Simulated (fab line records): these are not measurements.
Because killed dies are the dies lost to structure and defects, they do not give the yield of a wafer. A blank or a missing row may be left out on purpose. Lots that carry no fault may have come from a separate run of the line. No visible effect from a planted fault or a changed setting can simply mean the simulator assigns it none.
Split-lot trial ; flow n5-finfet ; 21 wafers read from 7 lots, route of 1938 steps

THE SPLIT ITSELF
At N5_BEOL_M1_TRENCH_ETCH_37 (etches SiOC in C4F6/O2, target depth 55.207 nm, time 29 s), the setting bias-w was moved away from the recipe's 185 W on 5 of the 21 wafers read, by -6.8% to +12.4%. All remaining wafers had this setting at the recipe value.

Reading taken at the split's own step.

THE READING
rf-vpp-V, in V, at N5_BEOL_M1_TRENCH_ETCH_37 (etches SiOC in C4F6/O2, target depth 55.207 nm, time 29 s). Typical for fault-free wafers on this fab line: 663 V, with standard deviation 15 V.

wafer;tool, chamber at the split;bias-w as run, W;against the recipe;rf-vpp-V, V;against lot-mates on the recipe
L080.2;rie-diel-04, 0;185;recipe;671;-
L080.3;rie-diel-04, 1;185;recipe;681;-
L080.4;rie-diel-04, 2;185;recipe;685;-
L084.1;rie-diel-04, 0;185;recipe;671;-
L084.3;rie-diel-04, 1;185;recipe;681;-
L084.4;rie-diel-04, 0;185;recipe;670;-
L091.2;rie-diel-03, 1;185;recipe;637;-
L091.4;rie-diel-03, 3;172.4;-6.8%;611;-26
L091.6;rie-diel-03, 2;172.4;-6.8%;620;-17
L093.1;rie-diel-03, 0;185;recipe;662;-
L093.3;rie-diel-03, 3;185;recipe;646;-
L093.5;rie-diel-03, 2;185;recipe;655;-
L095.1;rie-diel-03, 2;208;+12.4%;718;+56
L095.3;rie-diel-03, 0;208;+12.4%;727;+65
L095.6;rie-diel-03, 0;185;recipe;662;-
L096.1;rie-diel-04, 0;176.6;-4.5%;648;-24
L096.2;rie-diel-04, 3;185;recipe;661;-
L096.4;rie-diel-04, 2;185;recipe;684;-
L097.1;rie-diel-02, 0;185;recipe;672;-
L097.2;rie-diel-02, 3;185;recipe;673;-
L097.3;rie-diel-02, 2;185;recipe;680;-

FIT RESULTS
A straight line over all 21 wafers: rf-vpp-V changes by +5.15 V for each +1% of bias-w; r = +0.87; the points scatter about the line by 14 V.
The same after taking each lot's own level away (the mean of its wafers on the recipe; 21 wafers): +4.5 V for each +1%; r = +0.95; scatter 6.8 V.
The reading moves by 56 V for the largest change in bias-w, on that fit.
From 637.0 to 679.0 V: that is the span of the lots' own levels, equal to 2.8 times the standard deviation above.
In other words, the slope is changed by the lot-to-lot level; the two fits disagree.
Check: +57.7 V against its lot-mates is what the line predicts for one of the wafers moved furthest among these (+12.4%) when that wafer is left out of the fit. Against them it came out at +56 V.
Tool readings at the split's step, against how far the setting was moved: rf-vpp-V r = +0.87.

THE OTHER SPLITS THESE WAFERS WENT THROUGH
Other splits were also applied to these wafers ahead of the reading. Each is held against what the fit with the lots' levels taken away leaves over:
other split on the same wafers;wafers away from the commonest value;r with rf-vpp-V (lot level and that fit taken away)
N5_SD_EPI_N_ETCH_16 target-depth-a;6;+0.45
N5_HKMG_FIN_HK_ALD_01 ald-cycles;3;-0.12
N5_HKMG_FIN_EXPOSE_46 dose-mj;9;+0.33
N5_GATE_CUT_ALD_22 ald-cycles;7;+0.08
N5_MOL_CONTACT_COAG_EXPOSE_81 dose-mj;4;-0.06
N5_BEOL_M0_SAQP_COAT_08 spin-rpm;6;+0.01
N5_BEOL_M0_SAQP_DESCUM_19 time-s;12;+0.18
N5_BEOL_M0_ETCH_138 source-w;10;-0.08
N5_BEOL_M0_TRENCH_ETCH_107 target-depth-a;8;+0.07
N5_BEOL_M1_ETCH_70 source-w;4;+0.40

THE FILE'S OWN FIT
rf-vpp-V changes by +4.55 V for each +1% of bias-w, r = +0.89.
